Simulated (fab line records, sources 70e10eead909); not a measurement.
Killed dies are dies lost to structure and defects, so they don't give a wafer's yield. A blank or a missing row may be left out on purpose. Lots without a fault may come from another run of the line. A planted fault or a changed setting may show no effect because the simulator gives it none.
fab line records | flow nand_harc
record lots=7 wafers=18 last_day=24
route steps=1159 shown A_SOURCE_PLATE@420 A_ONON_D1@424 END@1159
lots that met no fault: from a run of the same line without faults
start_h: hours from the record's first day to the start of the lot's first wafer shown | wait_h: hours since the lot's step before | " the same as in the row above | L1.1+2: a row that stands for several wafers | - no value, or no start given | * or withheld: withheld | < > ~ a bound
route shown NAME@n: a module of which the file shows steps, and the number in the route of the first | usual: mean/standard deviation of fault-free wafers | same: alike in all rows | chamber/n: place in a boat | sites: the reading at each site | _std_site: their standard deviation | _edge_site: outer sites' mean less inner sites' | radius_mm: how far each site lies from the wafer's centre | mask NAME#n: copy n | behind: the tool/chamber that last shaped the wafer | hold: why the lot was held/for how many hours/how that ended | device: the transistor (n, p or np) that didn't switch | end of line: the same wafers' tests at the end of the route | a step without rows: its recipe alone | killed: dies lost to structure and defects at the first sort, not the wafer's yield | map: a wafer's dies, x killed, . not, _ none there
set.NAME: the setting as run; set.NAME@STEP: as run at that earlier step | model.NAME: the simulator's own value behind a step, which no gauge read
lots at some steps of the route; a table a step, a row a wafer
services: from which hour (start_h, from the record's first day; less than 0 if before it) a tool's chamber was out of use, for how many hours, and why
## steps
# step NHARC_A_SOURCE_PLATE_THK_MEAS_06
# recipe thk_meas_gauge=ellipsometry
# usual thk_nm=200.3/2.1
# columns lot.wafer tool chamber start_h wait_h thk_nm
L653.1 film_metro-02 - 171.69 0.4 202.0
L653.3 " - " " 200.2
L653.4 " - " " 201.9
L659.1 film_metro-02 - 210.71 0.4 196.0
L659.3 " - " " 196.5
L659.5 " - " " 197.9
L664.1 film_metro-01 - 234.69 0.4 203.2
L664.4 " - " " 199.6
L663.1 film_metro-02 - 234.70 0.4 201.4
L663.4 " - " " 202.7
L663.6 " - " " 201.0
L662.2 film_metro-01 - 234.70 0.4 202.5
L662.4 " - " " 203.8
L669.2 film_metro-01 - 262.42 0.4 201.8
L669.3 " - " " 202.4
L673.4 film_metro-01 - 280.02 0.4 199.8
L673.5 " - " " 199.3
L673.6 " - " " 201.2
# step NHARC_A_SOURCE_PLATE_INSPECT_08
# usual raw_defect_count=61/27
# columns lot.wafer tool chamber start_h wait_h raw_defect_count
L653.1 defect_inspect-02 - 171.78 0.0 45
L653.3 " - " " 28
L653.4 " - " " 61
L659.1 defect_inspect-02 - 210.82 0.0 42
L659.3 " - " " 64
L659.5 " - " " 79
L664.1 defect_inspect-02 - 234.76 0.0 112
L664.4 " - " " 76
L663.1 defect_inspect-01 - 234.78 0.0 64
L663.4 " - " " 105
L663.6 " - " " 90
L662.2 defect_inspect-02 - 234.79 0.0 102
L662.4 " - " " 95
L669.2 defect_inspect-01 - 262.48 0.0 43
L669.3 " - " " 38
L673.4 defect_inspect-02 - 280.13 0.0 106
L673.5 " - " " 58
L673.6 " - " " 51
# step NHARC_A_ONON_D1_DEP_00
# recipe target_thk_a=10000 n2_flow_sccm=2750 n2o_flow_sccm=2000 nh3_flow_sccm=500 sih4_flow_sccm=210 temp_c=400
# step NHARC_A_ONON_D1_THK_MEAS_02
# recipe thk_meas_gauge=ellipsometry
# usual thk_nm=1000/10
# columns lot.wafer tool chamber start_h wait_h thk_nm
L653.1 film_metro-02 - 172.36 - 1004
L653.3 " - " " 1006
L653.4 " - " " 1002
L659.1 film_metro-01 - 211.39 - 1008
L659.3 " - " " 1008
L659.5 " - " " 1007
L664.1 film_metro-02 - 235.34 - 999
L664.4 " - " " 998
L663.1 film_metro-01 - 235.36 - 1017
L663.4 " - " " 1015
L663.6 " - " " 1018
L662.2 film_metro-02 - 235.46 - 990
L662.4 " - " " 990
L669.2 film_metro-01 - 263.16 - 997
L669.3 " - " " 997
L673.4 film_metro-02 - 280.71 - 1003
L673.5 " - " " 1003
L673.6 " - " " 1002
# step NHARC_A_ONON_D1_DEP_03
# recipe target_thk_a=10000 n2_flow_sccm=2750 n2o_flow_sccm=2000 nh3_flow_sccm=500 sih4_flow_sccm=210 temp_c=400
# step NHARC_A_ONON_D1_THK_MEAS_05
# recipe thk_meas_gauge=ellipsometry
# usual thk_nm=1002/8.8
# columns lot.wafer tool chamber start_h wait_h thk_nm
L653.1 film_metro-02 - 172.93 - 995
L653.3 " - " " 996
L653.4 " - " " 997
L659.1 film_metro-02 - 211.96 - 996
L659.3 " - " " 995
L659.5 " - " " 996
L664.1 film_metro-02 - 235.90 - 1004
L664.4 " - " " 1003
L663.1 film_metro-01 - 235.93 - 1000
L663.4 " - " " 999
L663.6 " - " " 1000
L662.2 film_metro-01 - 236.04 - 1004
L662.4 " - " " 1005
L669.2 film_metro-02 - 263.73 - 999
L669.3 " - " " 1001
L673.4 film_metro-01 - 281.28 - 1003
L673.5 " - " " 1003
L673.6 " - " " 1003
# step NHARC_A_ONON_D1_DEP_06
# recipe target_thk_a=10000 n2_flow_sccm=2750 n2o_flow_sccm=2000 nh3_flow_sccm=500 sih4_flow_sccm=210 temp_c=400
# step NHARC_A_ONON_D1_THK_MEAS_08
# recipe thk_meas_gauge=ellipsometry
# usual thk_nm=1001/7.6
# columns lot.wafer tool chamber start_h wait_h thk_nm
L653.1 film_metro-01 - 173.50 - 998
L653.3 " - " " 997
L653.4 " - " " 996
L659.1 film_metro-02 - 212.53 - 1006
L659.3 " - " " 1006
L659.5 " - " " 1005
L664.1 film_metro-02 - 236.47 - 991
L664.4 " - " " 992
L663.1 film_metro-01 - 236.49 - 1006
L663.4 " - " " 1007
L663.6 " - " " 1007
L662.2 film_metro-01 - 236.61 - 1016
L662.4 " - " " 1016
L669.2 film_metro-02 - 264.30 - 997
L669.3 " - " " 994
L673.4 film_metro-01 - 281.84 - 1002
L673.5 " - " " 1003
L673.6 " - " " 1002
# step NHARC_A_ONON_D1_DEP_09
# recipe target_thk_a=10000 n2_flow_sccm=2750 n2o_flow_sccm=2000 nh3_flow_sccm=500 sih4_flow_sccm=210 temp_c=400
# step NHARC_A_ONON_D1_THK_MEAS_11
# recipe thk_meas_gauge=ellipsometry
# usual thk_nm=1002/8.2
# columns lot.wafer tool chamber start_h wait_h thk_nm
L653.1 film_metro-01 - 174.06 - 1007
L653.3 " - " " 1007
L653.4 " - " " 1008
L659.1 film_metro-02 - 213.10 - 1015
L659.3 " - " " 1017
L659.5 " - " " 1016
L664.1 film_metro-02 - 237.04 - 1003
L664.4 " - " " 1005
L663.1 film_metro-02 - 237.07 - 991
L663.4 " - " " 991
L663.6 " - " " 990
L662.2 film_metro-01 - 237.18 - 991
L662.4 " - " " 990
L669.2 film_metro-02 - 264.87 - 1011
L669.3 " - " " 1009
L673.4 film_metro-01 - 282.41 - 1023
L673.5 " - " " 1024
L673.6 " - " " 1022
# step NHARC_A_ONON_D1_DEP_12
# recipe target_thk_a=10000 n2_flow_sccm=2750 n2o_flow_sccm=2000 nh3_flow_sccm=500 sih4_flow_sccm=210 temp_c=400
# columns lot.wafer tool chamber start_h wait_h
L653.1+3+4 pecvd_onon-02 0 174.12 0.1
L659.1+3+5 pecvd_onon-03 0 213.15 0.1
L664.1+4 pecvd_onon-03 0 237.10 0.1
L663.1+4+6 pecvd_onon-02 0 237.12 0.1
L662.2+4 pecvd_onon-03 0 237.51 0.3
L669.2+3 pecvd_onon-03 0 265.01 0.1
L673.4+5+6 pecvd_onon-04 0 282.64 0.2
# step NHARC_A_ONON_D1_THK_MEAS_14
# recipe thk_meas_gauge=ellipsometry
# usual thk_nm=999/8.9
# columns lot.wafer tool chamber start_h wait_h thk_nm
L653.1 film_metro-02 - 174.63 - 994
L653.3 " - " " 995
L653.4 " - " " 994
L659.1 film_metro-01 - 213.66 - 993
L659.3 " - " " 994
L659.5 " - " " 993
L664.1 film_metro-01 - 237.61 - 996
L664.4 " - " " 633
L663.1 film_metro-02 - 237.63 - 1010
L663.4 " - " " 1012
L663.6 " - " " 1013
L662.2 film_metro-02 - 237.97 - 1006
L662.4 " - " " 641
L669.2 film_metro-01 - 265.46 - 991
L669.3 " - " " 628
L673.4 film_metro-01 - 282.98 - 996
L673.5 " - " " 997
L673.6 " - " " 997
# step NHARC_A_ONON_D1_ANNEAL_15
# recipe temp_c=750 time_s=3600
# step NHARC_END_SORT_01
# recipe temp_c=25
# usual killed_at_array=24/7.4 killed_at_other=0.5/0.81 killed_at_periphery=3.4/2.3 killed_dies=28/8 killed_open=3.4/1.8 killed_short=2.0/1.4
# same gross_dies=677
# columns lot.wafer tool chamber start_h wait_h killed_at_array killed_at_other killed_at_periphery killed_dies killed_open killed_short
L664.4 prober-01 0 519.58 3.4 672 0 5 677 4 1
L662.4 prober-02 0 527.26 3.4 675 0 2 677 4 1
L669.3 prober-02 0 557.40 3.1 670 0 7 677 3 1
# killed by level:class
L664.4 A_ONON_D1:area_dep=649 A_CHANNEL_HOLE_D1:chamber_film_flake=13 A_STAIRCASE:chamber_film_flake=3 A_CONTACT:chamber_film_flake=3 P_GATE:geometric_particle:open=1 P_CONTACT:geometric_particle:open=1 P_M2:geometric_particle:open=1 A_CHANNEL_FILL_D1:geometric_particle:open=1
L662.4 A_ONON_D1:area_dep=648 A_CHANNEL_HOLE_D1:chamber_film_flake=17 A_STAIRCASE:chamber_film_flake=6 A_M0:geometric_particle:open=2 P_GATE:geometric_particle:short=1 P_M2:geometric_particle:open=1 A_CHANNEL_FILL_D1:geometric_particle:open=1 A_ZERO_WELL:chamber_film_flake=1
L669.3 A_ONON_D1:area_dep=651 A_CHANNEL_HOLE_D1:chamber_film_flake=10 P_GATE:chamber_film_flake=4 A_CONTACT:chamber_film_flake=3 A_STAIRCASE:chamber_film_flake=2 P_CONTACT:geometric_particle:open=1 A_SGD_CUT:geometric_particle:short=1 A_CONTACT:geometric_particle:open=1
# map L662.4 (x killed, . not)
____________x____________
_________xxxxxxx_________
_______xxxxxxxxxxx_______
______xxxxxxxxxxxxx______
_____xxxxxxxxxxxxxxx_____
____xxxxxxxxxxxxxxxxx____
____xxxxxxxxxxxxxxxxx____
___xxxxxxxxxxxxxxxxxxx___
___xxxxxxxxxxxxxxxxxxx___
__xxxxxxxxxxxxxxxxxxxxx__
__xxxxxxxxxxxxxxxxxxxxx__
_xxxxxxxxxxxxxxxxxxxxxxx_
_xxxxxxxxxxxxxxxxxxxxxxx_
_xxxxxxxxxxxxxxxxxxxxxxx_
_xxxxxxxxxxxxxxxxxxxxxxx_
_xxxxxxxxxxxxxxxxxxxxxxx_
xxxxxxxxxxxxxxxxxxxxxxxxx
xxxxxxxxxxxxxxxxxxxxxxxxx
xxxxxxxxxxxxxxxxxxxxxxxxx
xxxxxxxxxxxxxxxxxxxxxxxxx
xxxxxxxxxxxxxxxxxxxxxxxxx
_xxxxxxxxxxxxxxxxxxxxxxx_
_xxxxxxxxxxxxxxxxxxxxxxx_
_xxxxxxxxxxxxxxxxxxxxxxx_
_xxxxxxxxxxxxxxxxxxxxxxx_
_xxxxxxxxxxxxxxxxxxxxxxx_
__xxxxxxxxxxxxxxxxxxxxx__
__xxxxxxxxxxxxxxxxxxxxx__
___xxxxxxxxxxxxxxxxxxx___
___xxxxxxxxxxxxxxxxxxx___
____xxxxxxxxxxxxxxxxx____
____xxxxxxxxxxxxxxxxx____
_____xxxxxxxxxxxxxxx_____
______xxxxxxxxxxxxx______
_______xxxxxxxxxxx_______
_________xxxxxxx_________
____________x____________
# map L664.4 (x killed, . not)
____________x____________
_________xxxxxxx_________
_______xxxxxxxxxxx_______
______xxxxxxxxxxxxx______
_____xxxxxxxxxxxxxxx_____
____xxxxxxxxxxxxxxxxx____
____xxxxxxxxxxxxxxxxx____
___xxxxxxxxxxxxxxxxxxx___
___xxxxxxxxxxxxxxxxxxx___
__xxxxxxxxxxxxxxxxxxxxx__
__xxxxxxxxxxxxxxxxxxxxx__
_xxxxxxxxxxxxxxxxxxxxxxx_
_xxxxxxxxxxxxxxxxxxxxxxx_
_xxxxxxxxxxxxxxxxxxxxxxx_
_xxxxxxxxxxxxxxxxxxxxxxx_
_xxxxxxxxxxxxxxxxxxxxxxx_
xxxxxxxxxxxxxxxxxxxxxxxxx
xxxxxxxxxxxxxxxxxxxxxxxxx
xxxxxxxxxxxxxxxxxxxxxxxxx
xxxxxxxxxxxxxxxxxxxxxxxxx
xxxxxxxxxxxxxxxxxxxxxxxxx
_xxxxxxxxxxxxxxxxxxxxxxx_
_xxxxxxxxxxxxxxxxxxxxxxx_
_xxxxxxxxxxxxxxxxxxxxxxx_
_xxxxxxxxxxxxxxxxxxxxxxx_
_xxxxxxxxxxxxxxxxxxxxxxx_
__xxxxxxxxxxxxxxxxxxxxx__
__xxxxxxxxxxxxxxxxxxxxx__
___xxxxxxxxxxxxxxxxxxx___
___xxxxxxxxxxxxxxxxxxx___
____xxxxxxxxxxxxxxxxx____
____xxxxxxxxxxxxxxxxx____
_____xxxxxxxxxxxxxxx_____
______xxxxxxxxxxxxx______
_______xxxxxxxxxxx_______
_________xxxxxxx_________
____________x____________
## services
# columns tool chamber start_h hours kind
pecvd_onon-03 - 153.16 13.0 pm
pecvd_onon-04 - 237.01 13.0 pm
pecvd_onon-02 - 272.42 1.3 repair
## key
first_sign step=NHARC_A_ONON_D1_THK_MEAS_14 reading=thk_nm direction=down sigmas=41 usual=999 struck=634
effect step=NHARC_END_SORT_01 reading=killed_at_array direction=up sigmas=87 usual=24 struck=672
more_kills_born_at NHARC_A_ONON_D1_DEP_12@pecvd_onon-03=1948
met_at NHARC_A_ONON_D1_DEP_12
struck_wafers L662.4,L664.4,L669.3
later_rows_left_out L662.4,L664.4,L669.3
tester_left_out L662,L664,L669
onset_between 213.15 237.10
fault kind=process_parameter_drift tool=pecvd_onon-03 chamber=- onset_h=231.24 steps=NHARC_A_ONON_D1_DEP_12 channel=target_thk_a offset=* shape=step end_h=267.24 scope=struck_wafers_only acts_in=* stated=*
# tester_left_out: of these lots the tester's yield and bins aren't shown, on N5 and GAA mostly nor the transistor test; their killed dies are dies lost to structure and defects alone, not to doping, threshold or leakage, so they don't give the yield
# later_rows_left_out: the simulator's readings of these wafers behind a module that went badly wrong aren't trusted and aren't shown, but for the sort
